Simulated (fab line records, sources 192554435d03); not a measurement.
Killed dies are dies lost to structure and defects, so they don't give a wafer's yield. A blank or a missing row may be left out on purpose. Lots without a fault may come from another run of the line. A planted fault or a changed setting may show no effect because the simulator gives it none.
Chamber matching | flow n5_finfet | N5_MOL_CONTACT_COAG_ETCHBACK_134 on rie_diel-06: 4 sister chambers
The step etches SiO2 in CHF3, target depth 10 nm, time 6.7 s. 8 wafers are shown with their chamber, then 10 later ones without.

WAFERS WITH THEIR CHAMBER
wafer  | chamber | drypump_motor_current_A (A) | showerhead_plenum_p_Torr (Torr)
L079.5 | 0       | 5.2                         | 2.47
L081.2 | 1       | 6.4                         | 2.52
L081.6 | 3       | 5.0                         | 2.33
L082.1 | 1       | 6.4                         | 2.52
L082.3 | 2       | 5.8                         | 2.42
L082.4 | 0       | 5.2                         | 2.47
L088.2 | 3       | 5.1                         | 2.32
L088.4 | 2       | 5.8                         | 2.41

WAFERS WITHOUT THEIR CHAMBER
wafer  | drypump_motor_current_A (A) | showerhead_plenum_p_Torr (Torr)
L088.6 | 5.8                         | 2.41
L091.3 | 5.2                         | 2.46
L091.4 | 5.8                         | 2.41
L091.6 | 5.9                         | 2.41
L093.2 | 5.8                         | 2.41
L093.5 | 5.2                         | 2.46
L093.6 | 6.3                         | 2.51
L094.2 | 6.3                         | 2.51
L094.4 | 5.1                         | 2.32
L094.5 | 5.1                         | 2.32

WHICH CHAMBER EACH WENT THROUGH
wafer  | from the rows above | in truth
L088.6 | 2                   | 2
L091.3 | 0                   | 0
L091.4 | 2                   | 2
L091.6 | 2                   | 2
L093.2 | 2                   | 2
L093.5 | 0                   | 0
L093.6 | 1                   | 1
L094.2 | 1                   | 1
L094.4 | 3                   | 3
L094.5 | 3                   | 3
Placed correctly: 10 of 10. Can't be placed from these rows: 0. Placed wrongly: 0.
How it was worked out, from the rows above alone: a wafer's distance from a chamber is the root of the sum, over the readings, of the square of ((its reading less the chamber's mean) divided by the reading's scatter). The wafer belongs to the nearest chamber; if the next one is less than 2 further off, it can't be placed. A chamber's mean is the mean of its shown wafers. The scatter: the root of (the sum of the squares of (reading less its chamber's mean) over the shown wafers, divided by (wafers less chambers)).
